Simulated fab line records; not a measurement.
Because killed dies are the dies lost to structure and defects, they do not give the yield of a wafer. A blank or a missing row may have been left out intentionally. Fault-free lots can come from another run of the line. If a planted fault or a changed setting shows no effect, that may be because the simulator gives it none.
Matching of chambers | flow n5 finfet | N5_GATE_CUT_ETCH_37 on rie diel-04 has 4 sister chambers
The step etches SOC in N2/H2, target depth 60 nm, overetch 12 nm, time 90 s. 8 wafers are shown with their chamber, then 8 later ones without.

== WAFERS, EACH WITH ITS CHAMBER ==
wafer  | chamber | drypump motor current A (A) | showerhead plenum p Torr (Torr)
L076.1 | 2       | 6.1                         | 2.52
L076.3 | 1       | 5.4                         | 2.60
L082.1 | 1       | 5.4                         | 2.60
L082.6 | 3       | 6.8                         | 2.42
L085.2 | 3       | 6.8                         | 2.41
L085.4 | 0       | 5.4                         | 2.65
L085.6 | 2       | 6.1                         | 2.51
L086.1 | 0       | 5.3                         | 2.65

== WAFERS WITHOUT THEIR CHAMBER ==
wafer  | drypump motor current A (A) | showerhead plenum p Torr (Torr)
L086.2 | 6.7                         | 2.41
L086.3 | 6.1                         | 2.51
L088.1 | 6.7                         | 2.41
L088.4 | 6.1                         | 2.51
L088.6 | 6.8                         | 2.41
L094.1 | 6.8                         | 2.41
L094.3 | 5.4                         | 2.65
L094.4 | 5.4                         | 2.59

== WHICH CHAMBER EACH WENT THROUGH ==
wafer  | from the rows above | in truth
L086.2 | 3                   | 3
L086.3 | 2                   | 2
L088.1 | 3                   | 3
L088.4 | 2                   | 2
L088.6 | 3                   | 3
L094.1 | 3                   | 3
L094.3 | 0                   | 0
L094.4 | 1                   | 1
Placed correctly: 8 of 8. From these rows, 0 cannot be placed. Placed wrongly: 0.
How it was worked out, from the rows above alone: a wafer's distance from a chamber is the root of the sum, over the readings, of the square of ((its reading less the chamber's mean) divided by the reading's scatter). The wafer belongs to the nearest chamber; if the next one is less than 2 further off, it can't be placed. A chamber's mean is the mean of its shown wafers. The scatter is the square root of a quotient: the sum, over the shown wafers, of each reading's squared deviation from its chamber's mean, divided by wafers minus chambers.
